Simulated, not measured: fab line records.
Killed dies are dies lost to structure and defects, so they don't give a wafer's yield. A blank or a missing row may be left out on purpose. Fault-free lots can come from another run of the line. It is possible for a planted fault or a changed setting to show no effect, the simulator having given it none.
Matching of chambers :: flow n5-finfet :: cvd-co-01 running N5_BEOL_M0_CO_CAP_123: 3 sister chambers
The step material Co, precursor CCTBA/H2, target thk 2 nm, time 102.1 s. 3 wafers are shown with their chamber, then 12 later ones without.

WAFERS, EACH WITH ITS CHAMBER
wafer: L087.2
chamber: 2
heater-power-w (W): 228

wafer: L087.5
chamber: 1
heater-power-w (W): 227

wafer: L087.6
chamber: 0
heater-power-w (W): 214

WAFERS WITH NO CHAMBER GIVEN
wafer: L089.3
heater-power-w (W): 231

wafer: L089.4
heater-power-w (W): 211

wafer: L089.6
heater-power-w (W): 232

wafer: L090.2
heater-power-w (W): 229

wafer: L090.4
heater-power-w (W): 211

wafer: L090.6
heater-power-w (W): 229

wafer: L091.1
heater-power-w (W): 232

wafer: L091.3
heater-power-w (W): 237

wafer: L091.6
heater-power-w (W): 231

wafer: L095.1
heater-power-w (W): 229

wafer: L095.3
heater-power-w (W): 209

wafer: L095.5
heater-power-w (W): 233

EACH ONE'S CHAMBER
wafer: L089.3
from the rows above: can't be placed: 2 or 1
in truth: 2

wafer: L089.4
from the rows above: 0
in truth: 0

wafer: L089.6
from the rows above: can't be placed: 2 or 1
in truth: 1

wafer: L090.2
from the rows above: can't be placed: 2 or 1
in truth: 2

wafer: L090.4
from the rows above: 0
in truth: 0

wafer: L090.6
from the rows above: can't be placed: 2 or 1
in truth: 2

wafer: L091.1
from the rows above: can't be placed: 2 or 1
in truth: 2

wafer: L091.3
from the rows above: can't be placed: 2 or 1
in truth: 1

wafer: L091.6
from the rows above: can't be placed: 2 or 1
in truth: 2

wafer: L095.1
from the rows above: can't be placed: 2 or 1
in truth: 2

wafer: L095.3
from the rows above: 0
in truth: 0

wafer: L095.5
from the rows above: can't be placed: 2 or 1
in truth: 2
Placed correctly: 3 of 12. Can't be placed from these rows: 9 (the true chamber is among the candidates in 9). Placed wrongly: 0.
How it was worked out, from the rows above alone: a wafer's distance from a chamber is the root of the sum, over the readings, of the square of ((its reading less the chamber's mean) divided by the reading's scatter). If the next closest chamber is less than 2 further off than the closest, the wafer can't be placed; otherwise it belongs to the closest. Each chamber's mean is taken over the wafers shown for it. The scatter (one wafer shown for each chamber): square how far every hidden wafer sits from the nearest shown wafer, average those squares and take the square root.
